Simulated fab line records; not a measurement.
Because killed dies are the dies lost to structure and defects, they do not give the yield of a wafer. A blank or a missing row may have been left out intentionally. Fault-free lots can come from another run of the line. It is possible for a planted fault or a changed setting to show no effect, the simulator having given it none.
Chamber matching    flow n5 finfet    rie diel-05 running N5_BEOL_M2_DESCUM_33: 4 sister chambers
The step chemistry O2, time 7 s. 8 wafers are shown with their chamber, then 8 later ones without.

WAFERS PAIRED WITH THEIR CHAMBERS
wafer   chamber  drypump motor current A (A)  showerhead plenum p Torr (Torr)
L074.2  0        5.6                          2.03
L088.3  2        6.2                          2.13
L089.2  1        5.1                          2.04
L089.5  3        5.7                          2.05
L090.3  3        5.7                          2.05
L090.5  1        5.1                          2.03
L090.6  0        5.7                          2.02
L091.2  2        6.3                          2.13

WAFERS WITH NO CHAMBER GIVEN
wafer   drypump motor current A (A)  showerhead plenum p Torr (Torr)
L091.4  5.7                          2.02
L091.5  5.7                          2.05
L092.2  6.3                          2.12
L092.3  5.7                          2.05
L092.5  5.7                          2.05
L096.3  5.7                          2.02
L096.4  6.2                          2.12
L096.5  5.1                          2.03

WHICH CHAMBER EACH ONE RAN IN
wafer   from the rows above  in truth
L091.4  0                    0
L091.5  3                    3
L092.2  2                    2
L092.3  3                    3
L092.5  3                    3
L096.3  0                    0
L096.4  2                    2
L096.5  1                    1
Correct placement for 8 of the 8. Not placeable from these rows: 0. 0 placed wrongly.
How it was worked out, from the rows above alone: a wafer's distance from a chamber is the root of the sum, over the readings, of the square of ((its reading less the chamber's mean) divided by the reading's scatter). The wafer belongs to the nearest chamber; if the next one is less than 2 further off, it can't be placed. For every chamber, the mean is computed from those of its wafers that are shown. The scatter is the square root of a quotient: the sum, over the shown wafers, of each reading's squared deviation from its chamber's mean, divided by wafers minus chambers.
